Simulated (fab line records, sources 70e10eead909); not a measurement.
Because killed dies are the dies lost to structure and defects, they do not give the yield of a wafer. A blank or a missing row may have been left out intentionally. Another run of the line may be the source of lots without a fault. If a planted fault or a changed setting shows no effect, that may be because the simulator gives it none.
Which tool did it? + flow nand harc + 72 wafers from 24 lots sampled at 6 of the route's 1159 steps

WHAT THE GAUGES READ, wafer by wafer
NHARC_A_CONTACT_INSPECT_23. Usual: raw defect count 437, standard deviation 150.
| lot  | measured     | on                | raw defect count | flag |
|------|--------------|-------------------|------------------|------|
| L074 | day 16 22:03 | defect inspect-01 | 846 525 1050     |      |
| L077 | day 17 11:35 | defect inspect-01 | 785 625 713      |      |
| L076 | day 17 12:24 | defect inspect-01 | 290 293 260      |      |
| L079 | day 17 16:08 | defect inspect-01 | 636 340 320      |      |
| L075 | day 17 19:16 | defect inspect-02 | 232 221 357      |      |
| L078 | day 18 01:01 | defect inspect-02 | 703 639 544      |      |
| L080 | day 19 02:25 | defect inspect-02 | 346 536 458      |      |
| L081 | day 19 04:15 | defect inspect-01 | 443 493 626      |      |
| L083 | day 19 11:04 | defect inspect-02 | 292 304 268      |      |
| L082 | day 19 12:37 | defect inspect-01 | 404 429 423      |      |
| L084 | day 19 18:53 | defect inspect-01 | 464 407 375      |      |
| L085 | day 19 20:10 | defect inspect-02 | 272 217 331      |      |
| L087 | day 20 14:55 | defect inspect-01 | 235 501 325      |      |
| L086 | day 20 16:25 | defect inspect-01 | 409 446 477      |      |
| L092 | day 21 08:02 | defect inspect-01 | 373 550 344      |      |
| L091 | day 21 08:46 | defect inspect-01 | 489 401 844      |      |
| L089 | day 21 14:40 | defect inspect-01 | 439 363 315      |      |
| L088 | day 21 20:29 | defect inspect-01 | 738 770 541      |      |
| L093 | day 21 21:14 | defect inspect-02 | 347 315 412      |      |
| L090 | day 22 00:50 | defect inspect-02 | 310 248 368      |      |
| L094 | day 22 09:56 | defect inspect-02 | 335 325 375      |      |
| L095 | day 22 11:13 | defect inspect-01 | 560 314 392      |      |
| L096 | day 23 00:20 | defect inspect-02 | 388 377 483      |      |
| L097 | day 23 11:28 | defect inspect-02 | 391 396 354      |      |

NHARC_A_M1_THK_MEAS_24: measures by xrf. Usual: thk nm 154.1 nm, standard deviation 1.3.
| lot  | measured     | on            | thk nm (nm)       | flag |
|------|--------------|---------------|-------------------|------|
| L074 | day 17 14:39 | film metro-02 | 156.0 155.4 154.4 |      |
| L077 | day 17 23:04 | film metro-02 | 154.3 153.7 152.9 |      |
| L076 | day 18 02:17 | film metro-01 | 155.0 155.7 153.9 |      |
| L079 | day 18 03:41 | film metro-01 | 154.7 153.0 153.1 |      |
| L075 | day 18 09:03 | film metro-02 | 153.4 153.6 154.2 |      |
| L078 | day 18 15:26 | film metro-01 | 153.9 155.2 155.8 |      |
| L080 | day 19 17:34 | film metro-01 | 153.7 153.9 153.1 |      |
| L081 | day 19 18:10 | film metro-01 | 152.5 153.9 152.7 |      |
| L083 | day 20 01:07 | film metro-01 | 152.6 153.5 154.9 |      |
| L082 | day 20 01:54 | film metro-01 | 156.4 155.3 152.2 |      |
| L084 | day 20 11:10 | film metro-02 | 156.9 154.8 157.1 |      |
| L085 | day 20 11:46 | film metro-01 | 153.7 155.7 154.2 |      |
| L087 | day 21 05:08 | film metro-01 | 152.0 151.7 152.0 |      |
| L086 | day 21 05:49 | film metro-01 | 151.6 156.2 153.4 |      |
| L092 | day 21 22:41 | film metro-01 | 154.0 153.3 155.4 |      |
| L091 | day 21 23:14 | film metro-01 | 155.9 157.1 154.3 |      |
| L089 | day 22 05:31 | film metro-01 | 153.7 155.1 155.8 |      |
| L088 | day 22 09:16 | film metro-01 | 155.3 153.6 151.7 |      |
| L093 | day 22 10:02 | film metro-02 | 153.6 152.4 153.3 |      |
| L090 | day 22 12:25 | film metro-01 | 154.3 154.0 155.2 |      |
| L094 | day 22 23:34 | film metro-01 | 152.4 155.2 154.1 |      |
| L095 | day 23 00:08 | film metro-01 | 153.0 153.7 152.5 |      |
| L096 | day 23 11:58 | film metro-02 | 155.6 155.7 154.8 |      |
| L097 | day 23 22:56 | film metro-01 | 155.1 155.1 155.2 |      |

WHICH TOOL RAN EACH LOT (tool, then ch and the chambers of the sampled wafers, then the start)
| lot  | NHARC_A_CONTACT_STRIP_55                      | NHARC_A_CONTACT_STRIP_82                      | NHARC_A_BLC_ETCH_16                | NHARC_A_M1_DEGAS_29          |
|------|-----------------------------------------------|-----------------------------------------------|------------------------------------|------------------------------|
| L074 | rie diel-04 ch 1,2,3, day 16 22:03 or earlier | rie diel-01 ch 0,1, day 16 22:03 or earlier   | rie diel-11 ch 0,3, day 16 22:55   | pvd sputter-01, day 17 13:14 |
| L077 | rie diel-03 ch 0,3, day 17 11:35 or earlier   | rie diel-04 ch 0,1,2, day 17 11:35 or earlier | rie diel-13 ch 0,2,3, day 17 12:23 | pvd sputter-03, day 17 21:22 |
| L076 | rie diel-04 ch 0,1,2, day 17 12:24 or earlier | rie diel-01 ch 0,3, day 17 12:24 or earlier   | rie diel-12 ch 0,1,3, day 17 13:11 | pvd sputter-03, day 18 00:51 |
| L079 | rie diel-01 ch 0,2, day 17 16:08 or earlier   | rie diel-01 ch 0,1,2, day 17 16:08 or earlier | rie diel-13 ch 2,3, day 17 16:55   | pvd sputter-02, day 18 02:19 |
| L075 | rie diel-04 ch 0,1,3, day 17 19:16 or earlier | rie diel-01 ch 0,3, day 17 19:16 or earlier   | rie diel-12 ch 0,1,2, day 17 20:04 | pvd sputter-01, day 18 07:40 |
| L078 | rie diel-03 ch 1,2, day 18 01:01 or earlier   | rie diel-04 ch 1,3, day 18 01:01 or earlier   | rie diel-12 ch 1,2,3, day 18 01:50 | pvd sputter-02, day 18 14:03 |
| L080 | rie diel-01 ch 0,1, day 19 02:25 or earlier   | rie diel-04 ch 0,2,3, day 19 02:25 or earlier | rie diel-12 ch 1,2,3, day 19 03:13 | pvd sputter-03, day 19 16:10 |
| L081 | rie diel-01 ch 0,1,2, day 19 04:15 or earlier | rie diel-03 ch 0,3, day 19 04:15 or earlier   | rie diel-13 ch 0,2,3, day 19 05:02 | pvd sputter-02, day 19 16:46 |
| L083 | rie diel-03 ch 0,2,3, day 19 11:04 or earlier | rie diel-03 ch 0,2,3, day 19 11:04 or earlier | rie diel-11 ch 0,1,3, day 19 11:52 | pvd sputter-02, day 19 23:43 |
| L082 | rie diel-01 ch 0,2,3, day 19 12:37 or earlier | rie diel-01 ch 0,1, day 19 12:37 or earlier   | rie diel-11 ch 1,2,3, day 19 13:16 | pvd sputter-02, day 20 00:31 |
| L084 | rie diel-04 ch 0,2,3, day 19 18:53 or earlier | rie diel-03 ch 1,2,3, day 19 18:53 or earlier | rie diel-12 ch 0,1,3, day 19 19:32 | pvd sputter-01, day 20 09:46 |
| L085 | rie diel-04 ch 0,1,3, day 19 20:10 or earlier | rie diel-01 ch 0,1,2, day 19 20:10 or earlier | rie diel-12 ch 0,1,3, day 19 20:50 | pvd sputter-02, day 20 10:23 |
| L087 | rie diel-01 ch 0,2, day 20 14:55 or earlier   | rie diel-03 ch 1,2,3, day 20 14:55 or earlier | rie diel-12 ch 0,1,3, day 20 15:35 | pvd sputter-02, day 21 03:41 |
| L086 | rie diel-03 ch 2,3, day 20 16:25 or earlier   | rie diel-04 ch 1,3, day 20 16:25 or earlier   | rie diel-12 ch 1,2,3, day 20 17:11 | pvd sputter-01, day 21 04:25 |
| L092 | rie diel-04 ch 0,2,3, day 21 08:02 or earlier | rie diel-03 ch 0,1,3, day 21 08:02 or earlier | rie diel-13 ch 0,2,3, day 21 08:48 | pvd sputter-01, day 21 21:17 |
| L091 | rie diel-01 ch 1,2, day 21 08:46 or earlier   | rie diel-01 ch 0,1,2, day 21 08:46 or earlier | rie diel-12 ch 1,3, day 21 09:34   | pvd sputter-03, day 21 21:49 |
| L089 | rie diel-01 ch 0,2,3, day 21 14:40 or earlier | rie diel-01 ch 1,2,3, day 21 14:40 or earlier | rie diel-12 ch 1,2,3, day 21 15:28 | pvd sputter-02, day 22 04:08 |
| L088 | rie diel-03 ch 1,3, day 21 20:29 or earlier   | rie diel-01 ch 0,1,2, day 21 20:29 or earlier | rie diel-13 ch 1,3, day 21 21:09   | pvd sputter-03, day 22 07:52 |
| L093 | rie diel-01 ch 0,1,2, day 21 21:14 or earlier | rie diel-04 ch 1,3, day 21 21:14 or earlier   | rie diel-12 ch 1,2,3, day 21 22:01 | pvd sputter-01, day 22 08:38 |
| L090 | rie diel-01 ch 0,1,3, day 22 00:50 or earlier | rie diel-03 ch 1,2, day 22 00:50 or earlier   | rie diel-13 ch 0,1,3, day 22 01:37 | pvd sputter-02, day 22 11:01 |
| L094 | rie diel-04 ch 1,2,3, day 22 09:56 or earlier | rie diel-01 ch 0,2,3, day 22 09:56 or earlier | rie diel-12 ch 0,1,3, day 22 10:43 | pvd sputter-03, day 22 22:11 |
| L095 | rie diel-04 ch 1,2,3, day 22 11:13 or earlier | rie diel-01 ch 1,2,3, day 22 11:13 or earlier | rie diel-13 ch 0,1,2, day 22 11:53 | pvd sputter-03, day 22 22:46 |
| L096 | rie diel-01 ch 0,2,3, day 23 00:20 or earlier | rie diel-04 ch 0,2, day 23 00:20 or earlier   | rie diel-12 ch 0,2,3, day 23 01:07 | pvd sputter-02, day 23 10:19 |
| L097 | rie diel-01 ch 0,1, day 23 11:28 or earlier   | rie diel-03 ch 1,2,3, day 23 11:28 or earlier | rie diel-13 ch 2,3, day 23 12:15   | pvd sputter-01, day 23 21:23 |
- NHARC_A_CONTACT_STRIP_55: strips in O2.
- NHARC_A_CONTACT_STRIP_82: strips in O2.
- NHARC_A_BLC_ETCH_16: etches the open film in CF4, target depth 39 nm, time 65 s.
- NHARC_A_M1_DEGAS_29: time 60 s.

WHAT THE TOOLS THEMSELVES READ (means of the sampled wafers that have a number; where no wafer has one, the mark that the record gives instead)
NHARC_A_CONTACT_STRIP_55. Usual: drypump motor current A 5.8 A, standard deviation 0.41; oes product au 0.999 a.u., standard deviation 0.0077; rf vpp V 57.8 V, standard deviation 0.85; showerhead plenum p Torr 3.56 Torr, standard deviation 0.16; throttle valve pct 17.037 %, standard deviation 0.0088.
| lot  | tool        | drypump motor current A (A) | oes product au (a.u.) | rf vpp V (V) | showerhead plenum p Torr (Torr) | throttle valve pct (%) | flag |
|------|-------------|-----------------------------|-----------------------|--------------|---------------------------------|------------------------|------|
| L074 | rie diel-04 | 6.0                         | 1.004                 | 57.6         | 3.58                            | 17.046                 |      |
| L077 | rie diel-03 | 5.7                         | 0.998                 | 57.4         | 3.41                            | 17.032                 |      |
| L076 | rie diel-04 | 5.9                         | 1.000                 | 58.2         | 3.55                            | 17.034                 |      |
| L079 | rie diel-01 | 5.4                         | 0.992                 | 58.0         | 3.51                            | 17.036                 |      |
| L075 | rie diel-04 | 6.1                         | 1.002                 | 57.9         | 3.68                            | 17.037                 |      |
| L078 | rie diel-03 | 6.7                         | 1.002                 | 57.3         | 3.42                            | 17.041                 |      |
| L080 | rie diel-01 | 5.4                         | 0.998                 | 58.6         | 3.61                            | 17.041                 |      |
| L081 | rie diel-01 | 5.5                         | 0.988                 | 57.1         | 3.52                            | 17.035                 |      |
| L083 | rie diel-03 | 6.1                         | 1.011                 | 58.7         | 3.65                            | 17.036                 |      |
| L082 | rie diel-01 | 5.5                         | 0.999                 | 57.9         | 3.53                            | 17.046                 |      |
| L084 | rie diel-04 | 5.8                         | 0.996                 | 57.7         | 3.50                            | 17.030                 |      |
| L085 | rie diel-04 | 6.1                         | 0.999                 | 58.4         | 3.67                            | 17.041                 |      |
| L087 | rie diel-01 | 5.4                         | 0.992                 | 57.0         | 3.41                            | 17.037                 |      |
| L086 | rie diel-03 | 6.6                         | 1.003                 | 58.3         | 3.54                            | 17.033                 |      |
| L092 | rie diel-04 | 5.9                         | 1.007                 | 57.9         | 3.49                            | 17.036                 |      |
| L091 | rie diel-01 | 5.6                         | 0.994                 | 56.9         | 3.43                            | 17.037                 |      |
| L089 | rie diel-01 | 5.5                         | 0.990                 | 57.0         | 3.52                            | 17.037                 |      |
| L088 | rie diel-03 | 6.4                         | 1.008                 | 57.4         | 3.54                            | 17.048                 |      |
| L093 | rie diel-01 | 5.5                         | 0.997                 | 58.4         | 3.51                            | 17.045                 |      |
| L090 | rie diel-01 | 5.6                         | 0.994                 | 57.8         | 3.63                            | 17.027                 |      |
| L094 | rie diel-04 | 6.0                         | 0.999                 | 58.2         | 3.74                            | 17.029                 |      |
| L095 | rie diel-04 | 6.0                         | 1.007                 | 58.0         | 3.74                            | 17.032                 |      |
| L096 | rie diel-01 | 5.5                         | 1.005                 | 57.2         | 3.52                            | 17.038                 |      |
| L097 | rie diel-01 | 5.6                         | 1.005                 | 57.6         | 3.62                            | 17.044                 |      |

NHARC_A_CONTACT_STRIP_82. Usual: drypump motor current A 5.9 A, standard deviation 0.44; oes product au 0.999 a.u., standard deviation 0.0084; rf vpp V 57.8 V, standard deviation 0.98; showerhead plenum p Torr 3.57 Torr, standard deviation 0.16; throttle valve pct 17.036 %, standard deviation 0.0093.
| lot  | tool        | drypump motor current A (A) | oes product au (a.u.) | rf vpp V (V) | showerhead plenum p Torr (Torr) | throttle valve pct (%) | flag |
|------|-------------|-----------------------------|-----------------------|--------------|---------------------------------|------------------------|------|
| L074 | rie diel-01 | 5.4                         | 0.997                 | 58.8         | 3.62                            | 17.023                 |      |
| L077 | rie diel-04 | 6.0                         | 0.998                 | 57.5         | 3.55                            | 17.029                 |      |
| L076 | rie diel-01 | 5.4                         | 0.986                 | 57.3         | 3.62                            | 17.039                 |      |
| L079 | rie diel-01 | 5.5                         | 0.998                 | 57.3         | 3.52                            | 17.042                 |      |
| L075 | rie diel-01 | 5.4                         | 0.991                 | 57.4         | 3.62                            | 17.039                 |      |
| L078 | rie diel-04 | 6.1                         | 0.995                 | 58.0         | 3.74                            | 17.038                 |      |
| L080 | rie diel-04 | 5.9                         | 1.001                 | 57.7         | 3.50                            | 17.027                 |      |
| L081 | rie diel-03 | 6.0                         | 1.012                 | 58.0         | 3.72                            | 17.042                 |      |
| L083 | rie diel-03 | 6.1                         | 1.007                 | 58.2         | 3.65                            | 17.032                 |      |
| L082 | rie diel-01 | 5.4                         | 1.001                 | 57.7         | 3.61                            | 17.040                 |      |
| L084 | rie diel-03 | 6.5                         | 1.000                 | 57.8         | 3.49                            | 17.044                 |      |
| L085 | rie diel-01 | 5.5                         | 0.997                 | 57.2         | 3.52                            | 17.029                 |      |
| L087 | rie diel-03 | 6.5                         | 0.995                 | 57.6         | 3.48                            | 17.040                 |      |
| L086 | rie diel-04 | 6.1                         | 1.002                 | 58.2         | 3.73                            | 17.031                 |      |
| L092 | rie diel-03 | 6.0                         | 1.007                 | 58.3         | 3.59                            | 17.035                 |      |
| L091 | rie diel-01 | 5.5                         | 0.996                 | 57.7         | 3.51                            | 17.028                 |      |
| L089 | rie diel-01 | 5.6                         | 0.988                 | 57.8         | 3.54                            | 17.041                 |      |
| L088 | rie diel-01 | 5.5                         | 0.992                 | 57.8         | 3.51                            | 17.049                 |      |
| L093 | rie diel-04 | 6.1                         | 0.995                 | 58.2         | 3.73                            | 17.036                 |      |
| L090 | rie diel-03 | 6.7                         | 1.015                 | 57.7         | 3.41                            | 17.040                 |      |
| L094 | rie diel-01 | 5.5                         | 0.997                 | 57.8         | 3.52                            | 17.037                 |      |
| L095 | rie diel-01 | 5.6                         | 1.002                 | 58.0         | 3.54                            | 17.035                 |      |
| L096 | rie diel-04 | 5.7                         | 0.999                 | 57.7         | 3.72                            | 17.034                 |      |
| L097 | rie diel-03 | 6.5                         | 1.003                 | 57.8         | 3.47                            | 17.046                 |      |

NHARC_A_BLC_ETCH_16. Usual: drypump motor current A 5.8 A, standard deviation 0.59; oes product au 0.999 a.u., standard deviation 0.0084; rf vpp V 151.8 V, standard deviation 1.3; showerhead plenum p Torr 1.80 Torr, standard deviation 0.069; throttle valve pct 13.285 %, standard deviation 0.0088.
| lot  | tool        | drypump motor current A (A) | oes product au (a.u.) | rf vpp V (V) | showerhead plenum p Torr (Torr) | throttle valve pct (%) | flag |
|------|-------------|-----------------------------|-----------------------|--------------|---------------------------------|------------------------|------|
| L074 | rie diel-11 | 6.1                         | 1.011                 | 152.2        | 1.83                            | 13.274                 |      |
| L077 | rie diel-13 | 5.9                         | 0.991                 | 151.5        | 1.79                            | 13.284                 |      |
| L076 | rie diel-12 | 6.2                         | 0.996                 | 152.2        | 1.82                            | 13.280                 |      |
| L079 | rie diel-13 | 5.9                         | 0.987                 | 151.5        | 1.81                            | 13.280                 |      |
| L075 | rie diel-12 | 6.1                         | 1.004                 | 152.9        | 1.87                            | 13.288                 |      |
| L078 | rie diel-12 | 5.6                         | 1.006                 | 152.9        | 1.82                            | 13.285                 |      |
| L080 | rie diel-12 | 5.6                         | 1.005                 | 151.9        | 1.82                            | 13.291                 |      |
| L081 | rie diel-13 | 5.9                         | 1.000                 | 150.7        | 1.79                            | 13.287                 |      |
| L083 | rie diel-11 | 5.8                         | 1.017                 | 151.2        | 1.79                            | 13.282                 |      |
| L082 | rie diel-11 | 5.4                         | 1.002                 | 152.6        | 1.80                            | 13.291                 |      |
| L084 | rie diel-12 | 6.2                         | 0.995                 | 151.4        | 1.82                            | 13.276                 |      |
| L085 | rie diel-12 | 6.2                         | 0.995                 | 152.2        | 1.82                            | 13.279                 |      |
| L087 | rie diel-12 | 6.2                         | 0.996                 | 152.2        | 1.82                            | 13.278                 |      |
| L086 | rie diel-12 | 5.6                         | 0.992                 | 152.3        | 1.82                            | 13.285                 |      |
| L092 | rie diel-13 | 5.8                         | 0.990                 | 151.9        | 1.79                            | 13.285                 |      |
| L091 | rie diel-12 | 5.7                         | 0.997                 | 151.6        | 1.76                            | 13.280                 |      |
| L089 | rie diel-12 | 5.6                         | 0.992                 | 152.0        | 1.82                            | 13.286                 |      |
| L088 | rie diel-13 | 5.8                         | 0.998                 | 151.6        | 1.75                            | 13.292                 |      |
| L093 | rie diel-12 | 5.6                         | 1.004                 | 152.2        | 1.81                            | 13.282                 |      |
| L090 | rie diel-13 | 5.8                         | 0.997                 | 150.6        | 1.76                            | 13.287                 |      |
| L094 | rie diel-12 | 6.2                         | 0.998                 | 151.1        | 1.81                            | 13.280                 |      |
| L095 | rie diel-13 | 5.7                         | 1.001                 | 150.4        | 1.76                            | 13.284                 |      |
| L096 | rie diel-12 | 5.6                         | 1.002                 | 152.1        | 1.80                            | 13.289                 |      |
| L097 | rie diel-13 | 5.8                         | 0.988                 | 152.0        | 1.80                            | 13.291                 |      |

NHARC_A_M1_DEGAS_29. Usual: heater power w 334 W, standard deviation 22.
| lot  | tool           | heater power w (W) | flag |
|------|----------------|--------------------|------|
| L074 | pvd sputter-01 | 337                |      |
| L077 | pvd sputter-03 | 317                |      |
| L076 | pvd sputter-03 | 327                |      |
| L079 | pvd sputter-02 | 319                |      |
| L075 | pvd sputter-01 | 327                |      |
| L078 | pvd sputter-02 | 345                |      |
| L080 | pvd sputter-03 | 318                |      |
| L081 | pvd sputter-02 | 355                |      |
| L083 | pvd sputter-02 | 344                |      |
| L082 | pvd sputter-02 | 323                |      |
| L084 | pvd sputter-01 | 333                |      |
| L085 | pvd sputter-02 | 317                |      |
| L087 | pvd sputter-02 | 329                |      |
| L086 | pvd sputter-01 | 335                |      |
| L092 | pvd sputter-01 | 340                |      |
| L091 | pvd sputter-03 | 350                |      |
| L089 | pvd sputter-02 | 342                |      |
| L088 | pvd sputter-03 | 337                |      |
| L093 | pvd sputter-01 | 346                |      |
| L090 | pvd sputter-02 | 323                |      |
| L094 | pvd sputter-03 | 334                |      |
| L095 | pvd sputter-03 | 338                |      |
| L096 | pvd sputter-02 | 331                |      |
| L097 | pvd sputter-01 | 342                |      |

THE ANSWER, worked out from the rows above alone
Rule: lot off if the mean of its wafers having a number is beyond 3 standard deviations from the usual mean. A lot without any number at a reading at which 4 lots or more have one is off too. The other lots that the step has rows for count as sound. After the gauges, taken in route order, come the tools' own readings; for these a lot's mean is taken, as printed above. The first step at which some lot is off is used, and at that step the reading that is off furthest; a lot without a number counts as furthest.
Nothing can be told from this: no lot is off at any reading shown.

WHAT THE SIMULATOR HAD INSERTED
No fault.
